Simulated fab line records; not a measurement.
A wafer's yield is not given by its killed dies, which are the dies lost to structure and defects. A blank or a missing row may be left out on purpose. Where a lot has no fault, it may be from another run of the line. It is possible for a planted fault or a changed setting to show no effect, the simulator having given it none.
Matching of chambers :: flow nand_harc :: rie_diel-04 running NHARC_A_CONTACT_ETCH_102: 4 sister chambers
The step etches the open film in CF4/O2, target depth 100 nm, overetch 10 nm, time 55 s. 4 wafers are shown with their chamber, then 12 later ones without.

== WAFERS WITH THEIR CHAMBER ==
wafer: L087.2
chamber: 3
drypump_motor_current_A (A): 5.5

wafer: L088.2
chamber: 1
drypump_motor_current_A (A): 5.6

wafer: L088.3
chamber: 2
drypump_motor_current_A (A): 6.3

wafer: L088.4
chamber: 0
drypump_motor_current_A (A): 5.6

== WAFERS WITHOUT THEIR CHAMBER ==
wafer: L093.2
drypump_motor_current_A (A): 6.2

wafer: L093.4
drypump_motor_current_A (A): 5.5

wafer: L093.5
drypump_motor_current_A (A): 5.5

wafer: L094.2
drypump_motor_current_A (A): 5.6

wafer: L094.4
drypump_motor_current_A (A): 5.6

wafer: L094.5
drypump_motor_current_A (A): 5.5

wafer: L095.4
drypump_motor_current_A (A): 5.5

wafer: L095.5
drypump_motor_current_A (A): 5.6

wafer: L095.6
drypump_motor_current_A (A): 5.5

wafer: L097.1
drypump_motor_current_A (A): 5.6

wafer: L097.2
drypump_motor_current_A (A): 5.6

wafer: L097.5
drypump_motor_current_A (A): 5.5

== CHAMBER TAKEN BY EACH ==
wafer: L093.2
from the rows above: 2
in truth: 2

wafer: L093.4
from the rows above: 3
in truth: 3

wafer: L093.5
from the rows above: 3
in truth: 3

wafer: L094.2
from the rows above: can't be placed: 0 or 1
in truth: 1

wafer: L094.4
from the rows above: can't be placed: 0 or 1
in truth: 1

wafer: L094.5
from the rows above: 3
in truth: 3

wafer: L095.4
from the rows above: 3
in truth: 3

wafer: L095.5
from the rows above: can't be placed: 0 or 1
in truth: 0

wafer: L095.6
from the rows above: 3
in truth: 3

wafer: L097.1
from the rows above: can't be placed: 0 or 1
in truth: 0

wafer: L097.2
from the rows above: can't be placed: 0 or 1
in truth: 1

wafer: L097.5
from the rows above: 3
in truth: 3
Placed correctly: 7 of 12. Unplaceable from these rows: 5, with the true chamber sitting among the candidates in 5. Number placed wrongly: 0.
How it was worked out, from the rows above alone: a wafer's distance from a chamber is the root of the sum, over the readings, of the square of ((its reading less the chamber's mean) divided by the reading's scatter). If the next closest chamber is less than 2 further off than the closest, the wafer can't be placed; otherwise it belongs to the closest. The mean given for a chamber averages the wafers shown for that chamber. The scatter: with one shown wafer a chamber, the root of the mean of the squares of how far each hidden wafer lies from its nearest shown one.
